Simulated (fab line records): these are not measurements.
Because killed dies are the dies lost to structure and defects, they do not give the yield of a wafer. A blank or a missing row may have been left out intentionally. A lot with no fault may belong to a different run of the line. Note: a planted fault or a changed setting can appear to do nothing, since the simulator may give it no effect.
fab line records	flow nand_harc
record lots=6	wafers=18	last_day=23
route steps=1159 shown A_CONTACT@866 END@1159
lots that met no fault: from a run of the same line without faults
start_h: the number of hours between the record's first day and the start of the first shown wafer of the lot	wait_h: hours elapsed since this lot's preceding step	" repeats the value in the row above	L1.1+2: a single row standing in for several wafers	- no value, or no start given	* or withheld: withheld	< > ~ a bound
route shown NAME@n: NAME is a module with steps in the file, n the number in the route of the first one	usual: mean/standard deviation of fault-free wafers	same: alike in all rows	chamber/n: place in a boat	sites: readings site by site	_std_site: their standard deviation	_edge_site: inner sites' mean taken away from outer sites' mean	radius_mm: for every site, how far away it sits from the centre of the wafer	mask NAME#n: copy n	behind: the tool/chamber that last shaped the wafer	hold: what put the lot on hold/how long, in hours/how the hold closed	device: transistor that didn't switch, given as n, p or np	end of line: the route-end tests of the same wafers	a step given without rows: its recipe and nothing more	killed: at the first sort, the dies lost to defects and structure; wafer yield is something else	map: the dies of a wafer, with x for killed, . for not killed, _ for no die there
set.NAME: the setting the step ran with; set.NAME@STEP: the setting that earlier step ran with	model.NAME: the simulator's own value behind a step, which no gauge read
certain route steps with their lots: each step a table, each wafer a row
services: the hour from which a tool's chamber was out of use, counted from the record's first day as start_h (under 0 if before that day), plus the number of hours and why
## steps
# step NHARC_A_CONTACT_ETCH_115
# recipe source_w=withheld	pressure_mtorr=20	bias_v=3000	time_s=94	target_depth_a=9220	ar_flow_sccm=withheld	c4f8_flow_sccm=withheld	o2_flow_sccm=withheld	chemistry=C4F8/O2/Ar
lot.wafer	tool	chamber	start_h	wait_h	rf_hours_counter_h
L419.4	har_cap_etch-03	1	373.46	0.1	-
L419.5	"	1	"	"	-
L419.6	"	0	"	"	-
L421.4	har_cap_etch-02	0	381.15	0.1	-
L421.6	"	0	"	"	-
L421.5	"	1	"	"	-
L430.1	har_cap_etch-02	0	434.21	0.1	21
L430.4	"	0	"	"	-
L430.6	"	0	"	"	-
L431.2	har_cap_etch-03	0	434.53	0.1	93
L431.3	"	0	"	"	-
L431.4	"	1	"	"	-
L427.1	har_cap_etch-03	0	438.59	0.1	94
L427.2	"	1	"	"	94
L427.3	"	1	"	"	-
L437.4	har_cap_etch-03	0	477.29	0.1	-
L437.5	"	0	"	"	-
L437.6	"	1	"	"	-
# step NHARC_A_CONTACT_ETCH_116
# recipe source_w=withheld	pressure_mtorr=20	bias_v=3000	time_s=94	target_depth_a=9220	ar_flow_sccm=withheld	c4f8_flow_sccm=withheld	o2_flow_sccm=withheld	chemistry=C4F8/O2/Ar
# step NHARC_A_CONTACT_ETCH_117
# recipe source_w=withheld	pressure_mtorr=20	bias_v=3000	time_s=94	target_depth_a=9220	ar_flow_sccm=withheld	c4f8_flow_sccm=withheld	o2_flow_sccm=withheld	chemistry=C4F8/O2/Ar
lot.wafer	tool	chamber	start_h	wait_h	rf_hours_counter_h
L419.4	har_cap_etch-03	1	373.70	0.1	-
L419.5	"	1	"	"	-
L419.6	"	0	"	"	-
L421.4	har_cap_etch-02	0	381.33	0.1	-
L421.6	"	0	"	"	-
L421.5	"	1	"	"	-
L430.1	har_cap_etch-02	0	434.39	0.1	21
L430.4	"	0	"	"	-
L430.6	"	0	"	"	-
L431.2	har_cap_etch-03	0	434.71	0.1	93
L431.3	"	0	"	"	-
L431.4	"	1	"	"	-
L427.1	har_cap_etch-03	0	438.77	0.1	94
L427.2	"	1	"	"	94
L427.3	"	1	"	"	-
L437.4	har_cap_etch-03	0	477.47	0.1	-
L437.5	"	0	"	"	-
L437.6	"	1	"	"	-
# step NHARC_A_CONTACT_ETCH_118
# recipe source_w=withheld	pressure_mtorr=20	bias_v=3000	time_s=94	target_depth_a=9220	ar_flow_sccm=withheld	c4f8_flow_sccm=withheld	o2_flow_sccm=withheld	chemistry=C4F8/O2/Ar
# step NHARC_A_CONTACT_ETCH_119
# recipe source_w=withheld	pressure_mtorr=20	bias_v=3000	time_s=94	target_depth_a=9220	ar_flow_sccm=withheld	c4f8_flow_sccm=withheld	o2_flow_sccm=withheld	chemistry=C4F8/O2/Ar
# step NHARC_A_CONTACT_ETCH_120
# recipe source_w=withheld	pressure_mtorr=20	bias_v=3000	time_s=94	target_depth_a=9220	ar_flow_sccm=withheld	c4f8_flow_sccm=withheld	o2_flow_sccm=withheld	chemistry=C4F8/O2/Ar
# step NHARC_A_CONTACT_ETCH_121
# recipe source_w=withheld	pressure_mtorr=20	bias_v=3000	time_s=94	target_depth_a=9220	ar_flow_sccm=withheld	c4f8_flow_sccm=withheld	o2_flow_sccm=withheld	chemistry=C4F8/O2/Ar
# step NHARC_A_CONTACT_ETCH_122
# recipe source_w=withheld	pressure_mtorr=20	bias_v=3000	time_s=95	target_depth_a=9300	ar_flow_sccm=withheld	c4f8_flow_sccm=withheld	o2_flow_sccm=withheld	chemistry=C4F8/O2/Ar
# step NHARC_A_CONTACT_ETCH_123
# recipe source_w=withheld	pressure_mtorr=20	bias_v=400	time_s=253	target_depth_a=10900	ar_flow_sccm=withheld	c4f8_flow_sccm=11.5	o2_flow_sccm=7.2	chemistry=C4F8/O2/Ar
# step NHARC_A_CONTACT_ETCH_90
# recipe target_depth_a=400	over_etch_frac=0.5	time_s=85.7	ion_energy_ev=120	ch3f_flow_sccm=50	o2_flow_sccm=30	ar_flow_sccm=200	rf_w=500	bias_w=100	chemistry=CH3F/O2
# step NHARC_A_CONTACT_ETCH_96
# recipe target_depth_a=200	over_etch_frac=0.5	time_s=10	ion_energy_ev=250	c4f6_flow_sccm=25	o2_flow_sccm=20	ar_flow_sccm=500	rf_w=600	bias_w=500	chemistry=C4F6/O2
# step NHARC_A_CONTACT_CD_MEAS_53
# usual cd_nm=189.6/0.89
lot.wafer	tool	chamber	start_h	wait_h	cd_nm
L419.4	cd_sem-02	-	375.35	-	189.2
L419.5	"	-	"	"	189.6
L419.6	"	-	"	"	190.1
L421.4	cd_sem-02	-	382.67	-	189.0
L421.5	"	-	"	"	188.5
L421.6	"	-	"	"	189.2
L431.2	cd_sem-02	-	436.08	-	189.2
L431.3	"	-	"	"	189.3
L431.4	"	-	"	"	188.8
L430.1	cd_sem-03	-	436.23	-	188.0
L430.4	"	-	"	"	188.4
L430.6	"	-	"	"	187.8
L427.1	cd_sem-02	-	440.14	-	189.4
L427.2	"	-	"	"	187.7
L427.3	"	-	"	"	187.5
L437.4	cd_sem-03	-	478.81	-	189.6
L437.5	"	-	"	"	188.8
L437.6	"	-	"	"	190.7
# step NHARC_A_CONTACT_STRIP_99
# recipe n2_flow_sccm=150	h2_flow_sccm=150	ar_flow_sccm=0	bias_w=0	chemistry=N2/H2
lot.wafer	tool	chamber	start_h	wait_h
L419.4+5+6	rie_diel-12	1,1,2	375.42	0.1
L421.4+6+5	rie_diel-10	2,0,1	382.75	0.1
L431.2+3+4	rie_diel-12	1,3,0	436.15	0.1
L430.1+4+6	rie_diel-10	0,1,2	436.32	0.1
L427.1+2+3	rie_diel-10	3,0,1	440.22	0.1
L437.4+6+5	rie_diel-03	2,2,3	478.88	0.1
# step NHARC_A_CONTACT_STRIP_100
# recipe cf4_flow_sccm=100	chf3_flow_sccm=30	ar_flow_sccm=0	bias_w=0	chemistry=CF4/CHF3
# step NHARC_A_CONTACT_STRIP_101
# recipe o2_flow_sccm=400	cos_flow_sccm=20	ar_flow_sccm=0	bias_w=0	chemistry=O2/COS
# step NHARC_A_CONTACT_ETCH_102
# recipe target_depth_a=700	overetch_a=70	time_s=38.5	ion_energy_ev=100	cf4_flow_sccm=80	o2_flow_sccm=20	ar_flow_sccm=0	rf_w=300	bias_w=100	chemistry=CF4/O2
# usual drypump_motor_current_A=5.6/0.55	oes_product_au=1.005/0.013	rf_vpp_V=197.5/1.3	showerhead_plenum_p_Torr=1.32/0.047	throttle_valve_pct=13.397/0.0091
lot.wafer	tool	chamber	start_h	wait_h	drypump_motor_current_A	oes_product_au	rf_hours_counter_h	rf_vpp_V	showerhead_plenum_p_Torr	throttle_valve_pct
L419.4	rie_diel-12	1	375.66	0.1	5.9	1.001	60	196.6	1.28	13.386
L419.5	"	3	"	"	5.3	1.011	-	198.0	1.35	13.398
L419.6	"	0	"	"	5.6	0.981	-	198.8	1.36	13.398
L421.4	rie_diel-10	0	383.13	0.1	5.3	1.005	6	198.4	1.37	13.420
L421.6	"	1	"	"	6.7	1.025	-	196.7	1.30	13.399
L421.5	"	2	"	"	5.3	1.002	-	196.3	1.24	13.421
L431.4	rie_diel-12	3	436.44	0.1	5.3	0.989	18	197.7	1.35	13.402
L431.2	"	0	"	"	5.6	1.000	18	197.8	1.36	13.390
L431.3	"	1	"	"	5.9	1.005	18	198.9	1.28	13.386
L430.4	rie_diel-10	2	436.60	0.1	5.3	1.018	14	196.1	1.24	13.403
L430.1	"	1	"	"	6.7	1.016	15	196.3	1.30	13.395
L430.6	"	3	"	"	5.5	0.998	-	196.7	1.26	13.398
L427.2	rie_diel-10	0	440.43	0.0	5.3	1.018	14	199.6	1.37	13.402
L427.3	"	2	"	"	5.3	1.022	15	196.2	1.24	13.377
L427.1	"	3	"	"	5.5	0.996	15	196.8	1.26	13.400
L437.4	rie_diel-03	3	479.10	0.1	6.1	0.997	29	197.9	1.31	13.384
L437.6	"	1	"	"	4.9	0.999	-	198.6	1.35	13.403
L437.5	"	2	"	"	5.2	1.002	-	198.1	1.36	13.415
# step NHARC_A_CONTACT_STRIP_55
# recipe o2_flow_sccm=500	ar_flow_sccm=0	bias_w=0	chemistry=O2
# step NHARC_A_CONTACT_STRIP_56
# recipe time_s=600	temp_c=30	chemistry=post_etch_residue_remover
# step NHARC_A_CONTACT_DEP_57
# recipe target_thk_a=28000	temp_c=400	material=aC
# step NHARC_A_CONTACT_DEP_58
# recipe target_thk_a=600	target_thk_nm=60	temp_c=400	pressure_torr=3.5	flow_sccm=200	rf_w=350	material=SiON
# step NHARC_A_CONTACT_DEHYDRATE_59
# recipe temp_c=150	time_s=120
# step NHARC_A_CONTACT_HMDS_60
# recipe time_s=30
# step NHARC_A_CONTACT_COAT_61
# recipe temp_c=260	time_s=75
# step NHARC_A_CONTACT_COAT_62
# recipe temp_c=225	time_s=65
# step NHARC_A_CONTACT_COAT_63
# recipe spin_rpm=1500	resist_thk_nm=90
# step NHARC_A_CONTACT_SOFTBAKE_64
# recipe temp_c=105	time_s=55
# step NHARC_A_CONTACT_EBR_65
# step NHARC_A_CONTACT_EXPOSE_66
# recipe na=1.35	sigma_outer=0.8	dose_mj=59.02	mask_id=A_CC_2
# step NHARC_A_CONTACT_PEB_67
# recipe peb_temp_c=100	peb_time_s=65
# step NHARC_A_CONTACT_DEVELOP_68
# recipe develop_time_s=35	dev_temp_c=23
# step NHARC_A_CONTACT_CD_MEAS_69
# recipe target_cd_nm=200	landing_energy_ev=500
# usual cd_nm=200.0/0.58
lot.wafer	tool	chamber	start_h	wait_h	cd_nm
L419.4	cd_sem-01	0	378.80	-	200.0
L419.5	"	0	"	"	199.7
L419.6	"	0	"	"	199.3
L421.4	cd_sem-01	0	386.70	-	201.1
L421.5	"	0	"	"	199.5
L421.6	"	0	"	"	201.0
L431.2	cd_sem-01	0	440.23	-	200.4
L431.3	"	0	"	"	200.3
L431.4	"	0	"	"	200.3
L430.1	cd_sem-02	0	440.43	-	201.0
L430.4	"	0	"	"	201.5
L430.6	"	0	"	"	200.2
L427.1	cd_sem-03	0	443.42	-	199.4
L427.2	"	0	"	"	199.9
L427.3	"	0	"	"	200.2
L437.4	cd_sem-01	0	483.04	-	201.0
L437.5	"	0	"	"	200.4
L437.6	"	0	"	"	200.0
# step NHARC_A_CONTACT_OVL_MEAS_70
# usual overlay_x_nm=0.3/1	overlay_y_nm=-0.1/1
lot.wafer	tool	chamber	start_h	wait_h	overlay_x_nm	overlay_y_nm
L419.4	overlay-02	-	378.88	-	-1.0	0.0
L419.5	"	-	"	"	-1.2	-0.4
L419.6	"	-	"	"	-1.1	-0.5
L421.4	overlay-02	-	386.78	-	1.6	-1.0
L421.5	"	-	"	"	1.8	-0.7
L421.6	"	-	"	"	1.2	-0.8
L431.2	overlay-02	-	440.31	-	-0.3	0.7
L431.3	"	-	"	"	0.6	0.7
L431.4	"	-	"	"	0.3	0.5
L430.1	overlay-02	-	440.52	-	0.6	-0.4
L430.4	"	-	"	"	0.2	-0.8
L430.6	"	-	"	"	0.6	-0.4
L427.1	overlay-02	-	443.51	-	-1.2	-0.3
L427.2	"	-	"	"	-1.4	-0.8
L427.3	"	-	"	"	-1.0	-0.8
L437.4	overlay-02	-	483.13	-	0.9	-0.2
L437.5	"	-	"	"	0.5	-0.4
L437.6	"	-	"	"	1.1	-0.3
# step NHARC_A_CONTACT_DESCUM_74
# recipe time_s=3	o2_flow_sccm=200	ar_flow_sccm=0	bias_power_w=0	chemistry=O2
# usual drypump_motor_current_A=5.6/0.52	oes_product_au=1.005/0.013	rf_vpp_V=57.6/0.87	showerhead_plenum_p_Torr=1.90/0.07	throttle_valve_pct=11.310/0.0093
lot.wafer	tool	chamber	start_h	wait_h	drypump_motor_current_A	oes_product_au	rf_hours_counter_h	rf_vpp_V	showerhead_plenum_p_Torr	throttle_valve_pct
L419.4	rie_diel-10	2	379.00	0.1	5.3	0.997	3	59.3	1.77	11.316
L419.5	"	3	"	"	5.5	0.990	-	58.5	1.81	11.307
L419.6	"	0	"	"	5.3	1.003	-	58.1	1.97	11.311
L421.4	rie_diel-03	1	387.01	0.2	4.9	1.001	61	57.3	1.94	11.317
L421.5	"	2	"	"	5.2	1.004	-	57.9	1.96	11.314
L421.6	"	3	"	"	6.0	1.025	-	57.1	1.88	11.309
L431.3	rie_diel-03	0	440.41	0.1	5.1	0.995	11	57.5	1.88	11.312
L431.2	"	1	"	"	4.9	1.010	12	56.5	1.94	11.313
L431.4	"	2	"	"	5.2	1.015	13	58.1	1.96	11.317
L430.4	rie_diel-12	0	440.64	0.1	5.6	0.988	18	56.9	1.94	11.306
L430.1	"	1	"	"	5.9	1.004	19	58.2	1.83	11.317
L430.6	"	0	"	"	5.6	0.982	-	58.7	1.94	11.320
L427.3	rie_diel-03	1	443.63	0.1	4.9	1.005	14	57.6	1.93	11.311
L427.2	"	2	"	"	5.2	1.016	14	56.5	1.96	11.306
L427.1	"	3	"	"	6.0	1.023	14	57.9	1.88	11.312
L437.4	rie_diel-03	1	483.25	0.1	4.9	0.991	29	58.2	1.93	11.304
L437.6	"	2	"	"	5.2	1.005	-	56.3	1.95	11.306
L437.5	"	3	"	"	6.1	0.994	-	57.7	1.87	11.305
# step NHARC_A_CONTACT_ETCH_75
# recipe target_depth_a=390	over_etch_frac=0.3	time_s=65	ion_energy_ev=80	cf4_flow_sccm=150	ar_flow_sccm=0	rf_w=300	bias_w=100	chemistry=CF4
# usual drypump_motor_current_A=5.6/0.49	oes_product_au=1.004/0.014	rf_vpp_V=151.0/1.2	showerhead_plenum_p_Torr=1.75/0.061	throttle_valve_pct=13.284/0.0094
lot.wafer	tool	chamber	start_h	wait_h	drypump_motor_current_A	oes_product_au	rf_hours_counter_h	rf_vpp_V	showerhead_plenum_p_Torr	throttle_valve_pct
L419.4	rie_diel-10	1	379.06	0.1	6.7	1.015	3	149.9	1.73	13.279
L419.5	"	1	"	"	6.7	1.033	-	150.7	1.73	13.270
L419.6	"	2	"	"	5.3	1.017	-	148.8	1.65	13.288
L421.4	rie_diel-03	0	387.25	0.2	5.1	1.015	66	150.4	1.75	13.275
L421.5	"	1	"	"	4.9	1.007	-	153.0	1.79	13.287
L421.6	"	2	"	"	5.2	1.005	-	153.0	1.81	13.288
L431.2	rie_diel-03	2	440.49	0.1	5.2	1.015	13	151.8	1.80	13.286
L431.4	"	0	"	"	5.1	0.994	11	150.2	1.74	13.281
L431.3	"	1	"	"	4.9	1.007	12	151.1	1.79	13.277
L430.4	rie_diel-12	0	440.71	0.1	5.6	0.995	18	151.5	1.80	13.284
L430.1	"	2	"	"	6.1	0.983	20	151.4	1.84	13.295
L430.6	"	0	"	"	5.6	1.007	-	152.9	1.80	13.290
L427.3	rie_diel-03	3	443.79	0.1	6.0	1.007	14	151.6	1.74	13.289
L427.1	"	0	"	"	5.1	1.000	14	150.5	1.74	13.295
L427.2	"	2	"	"	5.2	1.022	14	151.2	1.80	13.282
L437.4	rie_diel-03	2	483.32	0.1	5.2	1.006	32	150.8	1.80	13.278
L437.6	"	3	"	"	6.1	0.989	-	151.1	1.73	13.274
L437.5	"	0	"	"	5.1	0.994	-	150.5	1.74	13.302
# step NHARC_A_CONTACT_ETCH_76
# recipe target_depth_a=2600	over_etch_frac=0.3	time_s=475.3	ion_energy_ev=200	n2_flow_sccm=150	h2_flow_sccm=150	ar_flow_sccm=0	rf_w=400	bias_w=150	chemistry=N2/H2
# step NHARC_A_CONTACT_ETCH_77
# recipe target_depth_a=726	time_s=36.3	cf4_flow_sccm=100	chf3_flow_sccm=30	ar_flow_sccm=0	rf_w=500	bias_w=200	chemistry=CF4/CHF3
# step NHARC_A_CONTACT_ETCH_78
# recipe target_depth_a=28000	over_etch_frac=0.3	time_s=728	ion_energy_ev=150	o2_flow_sccm=400	cos_flow_sccm=20	ar_flow_sccm=0	rf_w=500	bias_w=300	chemistry=O2/COS
# step NHARC_A_CONTACT_ETCH_124
# recipe source_w=withheld	pressure_mtorr=20	bias_v=withheld	time_s=140	target_depth_a=7000	ar_flow_sccm=withheld	c4f8_flow_sccm=withheld	o2_flow_sccm=withheld	chemistry=C4F8/O2/Ar
# step NHARC_A_CONTACT_ETCH_125
# recipe source_w=withheld	pressure_mtorr=20	bias_v=1200	time_s=155	target_depth_a=9560	ar_flow_sccm=withheld	c4f8_flow_sccm=withheld	o2_flow_sccm=withheld	chemistry=C4F8/O2/Ar
# step NHARC_A_CONTACT_ETCH_126
# recipe source_w=withheld	pressure_mtorr=20	bias_v=1200	time_s=155	target_depth_a=9560	ar_flow_sccm=withheld	c4f8_flow_sccm=withheld	o2_flow_sccm=withheld	chemistry=C4F8/O2/Ar
# step NHARC_A_CONTACT_ETCH_127
# recipe source_w=withheld	pressure_mtorr=20	bias_v=1200	time_s=155	target_depth_a=9560	ar_flow_sccm=withheld	c4f8_flow_sccm=withheld	o2_flow_sccm=withheld	chemistry=C4F8/O2/Ar
# step NHARC_END_SORT_01
# recipe temp_c=25
# usual killed_at_array=28/11	killed_at_other=0.5/0.87	killed_at_periphery=2.9/2.2	killed_dies=32/11	killed_open=3.2/1.9	killed_short=1.8/1.4
# same gross_dies=677
lot.wafer	tool	chamber	start_h	wait_h	killed_at_array	killed_at_other	killed_at_periphery	killed_dies	killed_open	killed_short
L430.1	prober-02	0	506.85	2.5	74	1	3	78	3	2
L430.4	prober-02	0	509.24	3.4	76	0	1	77	3	1
L430.6	prober-02	0	510.83	4.0	63	1	4	68	5	1
L427.1	prober-01	0	508.53	2.5	96	0	8	104	5	3
L427.2	prober-01	0	509.32	2.8	108	0	3	111	2	3
L427.3	prober-01	0	510.10	3.1	91	0	5	96	3	2
# killed by level:class
L430.1 A_CONTACT:unspecified=64 A_CHANNEL_HOLE_D1:chamber_film_flake=4 P_GATE:geometric_particle:short=1 P_GATE:geometric_particle:open=1 A_CHANNEL_FILL_D1:geometric_particle:open=1 A_WL_FILL:geometric_particle:short=1 A_WL_FILL:geometric_particle:open=1 P_GATE:chamber_film_flake=1
L427.1 A_CONTACT:unspecified=68 A_SLIT:chamber_film_flake=13 P_M2:chamber_film_flake=5 A_CHANNEL_HOLE_D1:chamber_film_flake=3 A_CONTACT:chamber_film_flake=3 A_STAIRCASE:chamber_film_flake=2 A_M1:chamber_film_flake=2 P_GATE:geometric_particle:open=1
L430.4 A_CONTACT:unspecified=61 A_CHANNEL_HOLE_D1:chamber_film_flake=5 A_STAIRCASE:chamber_film_flake=3 A_CONTACT:chamber_film_flake=2 A_CHANNEL_FILL_D1:geometric_particle:open=1 A_CONTACT:geometric_particle:short=1 A_CONTACT:geometric_particle:open=1 A_M0:geometric_particle:open=1
L427.2 A_CONTACT:unspecified=76 A_SLIT:chamber_film_flake=12 A_CHANNEL_HOLE_D1:chamber_film_flake=5 A_STAIRCASE:chamber_film_flake=4 A_CONTACT:chamber_film_flake=4 A_ONON_D1:geometric_particle:short=3 A_M1:chamber_film_flake=3 P_M0:geometric_particle:open=1
L427.3 A_CONTACT:unspecified=69 A_SLIT:chamber_film_flake=11 A_CHANNEL_HOLE_D1:chamber_film_flake=4 P_STI:chamber_film_flake=2 A_STAIRCASE:chamber_film_flake=2 P_CONTACT:geometric_particle:open=1 P_M0:geometric_particle:open=1 A_WL_FILL:geometric_particle:short=1
L430.6 A_CONTACT:unspecified=46 A_STAIRCASE:chamber_film_flake=7 A_CHANNEL_HOLE_D1:chamber_film_flake=4 P_ZERO_WELL:chamber_film_flake=2 A_WL_FILL:chamber_film_flake=2 P_CONTACT:geometric_particle:open=1 P_M1:geometric_particle:open=1 A_CHANNEL_FILL_D1:geometric_particle:short=1
# map L427.2 (x killed, . not)
____________x____________
_________....xxx_________
_______....x.xxxxx_______
______......xxxxxxx______
_____.......xxxxxxx._____
____........xxxxxxxx.____
____........xxxxxxxxx____
___........xxxxxxxxx.x___
___.........xxxxxxxx..___
__..........xxxxxxx.x..__
__........x.x.xx..x....__
_..........x.xxxxx......_
_....x.....x....x......._
_x.............x........_
_......................._
_.x...................x._
x.x.....................x
x.........x........x.....
..xx................x....
.xx..................x...
x..x.....................
_.x........x........x..._
_..........x.x.........._
_.x..x.................._
_..........x............_
_.........x............._
__.....................__
__.........x...........__
___.x.................___
___...................___
____.................____
____......x..........____
_____..............._____
______.............______
_______..........._______
_________......._________
____________.____________
# map L430.1 (x killed, . not)
____________.____________
_________.....xx_________
_______......xxxxx_______
______.....xxxxxxxx______
_____.......xxxxxxxx_____
____........xxxxxxxx.____
____x......xxxxxxxxx.____
___.........xxxxxxx...___
___..........xxxxxxx..___
__...........xxxxx.....__
__...........x..x......__
_............xx..x......_
_.........x............._
_...x..................._
_......................._
_......................._
.........................
.........................
.........................
..x......x...x...........
.........................
_..............x........_
_...........x.......x..._
_......................._
_......................._
_.........x....x........_
__..........x..........__
__...........x.........__
___...................___
___...................___
____.................____
____.................____
_____..............._____
______.............______
_______......x...._______
_________......._________
____________.____________
## services
tool	chamber	start_h	hours	kind
rie_diel-10	-	353.64	9.0	pm
rie_diel-03	0	371.69	-	clean
rie_diel-03	1	371.69	-	clean
rie_diel-03	2	371.69	-	clean
rie_diel-03	3	371.69	-	clean
rie_diel-12	-	379.86	9.0	pm
rie_diel-03	-	392.39	9.0	pm
rie_diel-03	0	392.39	9.0	vent_cycle
rie_diel-03	1	392.39	9.0	vent_cycle
rie_diel-03	2	392.39	9.0	vent_cycle
rie_diel-03	3	392.39	9.0	vent_cycle
rie_diel-03	0	401.39	-	clean
rie_diel-03	1	401.39	-	clean
rie_diel-03	2	401.39	-	clean
rie_diel-03	3	401.39	-	clean
rie_diel-10	0	425.60	8.0	repair
rie_diel-03	0	425.89	-	clean
rie_diel-03	1	425.89	-	clean
rie_diel-03	2	425.89	-	clean
rie_diel-03	3	425.89	-	clean
rie_diel-03	0	450.43	-	clean
rie_diel-03	1	450.43	-	clean
rie_diel-03	-	473.82	0.5	repair
rie_diel-10	2	474.83	1.8	repair
## key
first_sign step=NHARC_END_SORT_01	reading=killed_dies	direction=up	sigmas=5.2	usual=32	struck=89
effect step=NHARC_END_SORT_01	reading=killed_at_array	direction=up	sigmas=5.1	usual=28	struck=85
more_kills_born_at NHARC_A_CONTACT_STRIP_99@rie_diel-10=383
met_at NHARC_A_CONTACT_STRIP_99
struck_wafers L427.1,L427.2,L427.3,L430.1,L430.4,L430.6
tester_left_out L427,L430
onset_between 382.75 436.32
also_fits NHARC_A_CONTACT_ETCH_102:rie_diel-10
fault kind=chamber_particle_source	tool=rie_diel-10	chamber=-	onset_h=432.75	steps=NHARC_A_CONTACT_STRIP_99	rate_per_visit_cm2=0.89571	end_h=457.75
# tester_left_out: of these lots the tester's yield and bins aren't shown, on N5 and GAA mostly nor the transistor test; their killed dies are dies lost to structure and defects alone, not to doping, threshold or leakage, so they don't give the yield
